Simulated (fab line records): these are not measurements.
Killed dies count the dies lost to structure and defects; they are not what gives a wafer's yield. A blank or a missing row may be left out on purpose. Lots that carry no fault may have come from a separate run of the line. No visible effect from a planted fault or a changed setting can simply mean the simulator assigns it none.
Matching of chambers || flow nand_harc || 4 sister chambers for NHARC_A_BONDPAD_CMP_29 on cmp-01
The step polishes SiCN, target thk 200 nm. 8 wafers are shown with their chamber, then 10 later ones without.

EACH WAFER AND ITS CHAMBER
{"wafer": "L077.4", "chamber": 3, "edge_zone_pressure_frac": 1.010, "motor_current_A (A)": 12.1}
{"wafer": "L079.2", "chamber": 0, "edge_zone_pressure_frac": 1.002, "motor_current_A (A)": 12.8}
{"wafer": "L079.6", "chamber": 3, "edge_zone_pressure_frac": 0.993, "motor_current_A (A)": 12.0}
{"wafer": "L081.1", "chamber": 2, "edge_zone_pressure_frac": 0.995, "motor_current_A (A)": 12.2}
{"wafer": "L081.4", "chamber": 1, "edge_zone_pressure_frac": 1.008, "motor_current_A (A)": 11.5}
{"wafer": "L081.6", "chamber": 2, "edge_zone_pressure_frac": 0.993, "motor_current_A (A)": 13.2}
{"wafer": "L084.3", "chamber": 1, "edge_zone_pressure_frac": 1.003, "motor_current_A (A)": 11.9}
{"wafer": "L084.4", "chamber": 0, "edge_zone_pressure_frac": 1.007, "motor_current_A (A)": 12.5}

WAFERS WITH NO CHAMBER GIVEN
{"wafer": "L084.5", "edge_zone_pressure_frac": 0.997, "motor_current_A (A)": 12.3}
{"wafer": "L086.2", "edge_zone_pressure_frac": 1.001, "motor_current_A (A)": 12.3}
{"wafer": "L086.3", "edge_zone_pressure_frac": 1.003, "motor_current_A (A)": 11.9}
{"wafer": "L086.4", "edge_zone_pressure_frac": 0.996, "motor_current_A (A)": 12.5}
{"wafer": "L089.4", "edge_zone_pressure_frac": 1.000, "motor_current_A (A)": 12.6}
{"wafer": "L089.5", "edge_zone_pressure_frac": 1.006, "motor_current_A (A)": 11.8}
{"wafer": "L089.6", "edge_zone_pressure_frac": 1.003, "motor_current_A (A)": 12.1}
{"wafer": "L097.3", "edge_zone_pressure_frac": 1.013, "motor_current_A (A)": 11.4}
{"wafer": "L097.5", "edge_zone_pressure_frac": 1.004, "motor_current_A (A)": 12.9}
{"wafer": "L097.6", "edge_zone_pressure_frac": 1.008, "motor_current_A (A)": 12.2}

EACH ONE'S CHAMBER
{"wafer": "L084.5", "from the rows above": "can't be placed: 3 or 2 or 0 or 1", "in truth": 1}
{"wafer": "L086.2", "from the rows above": "can't be placed: 3 or 0 or 2 or 1", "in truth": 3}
{"wafer": "L086.3", "from the rows above": "can't be placed: 3 or 1 or 0 or 2", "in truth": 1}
{"wafer": "L086.4", "from the rows above": "can't be placed: 2 or 0 or 3 or 1", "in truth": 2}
{"wafer": "L089.4", "from the rows above": "can't be placed: 0 or 2 or 3 or 1", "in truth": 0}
{"wafer": "L089.5", "from the rows above": "can't be placed: 1 or 3 or 0", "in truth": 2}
{"wafer": "L089.6", "from the rows above": "can't be placed: 3 or 1 or 0 or 2", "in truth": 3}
{"wafer": "L097.3", "from the rows above": "can't be placed: 1 or 3", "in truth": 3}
{"wafer": "L097.5", "from the rows above": "can't be placed: 0 or 2 or 3", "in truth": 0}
{"wafer": "L097.6", "from the rows above": "can't be placed: 3 or 0 or 1 or 2", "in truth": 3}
Placed correctly: 0 of 10. Unplaceable from these rows: 10, with the true chamber sitting among the candidates in 9. Placed wrongly: 0.
How it was worked out, from the rows above alone: a wafer's distance from a chamber is the root of the sum, over the readings, of the square of ((its reading less the chamber's mean) divided by the reading's scatter). The wafer belongs to the nearest chamber; if the next one is less than 2 further off, it can't be placed. For every chamber, the mean is computed from those of its wafers that are shown. The scatter: the root of (the sum of the squares of (reading less its chamber's mean) over the shown wafers, divided by (wafers less chambers)).
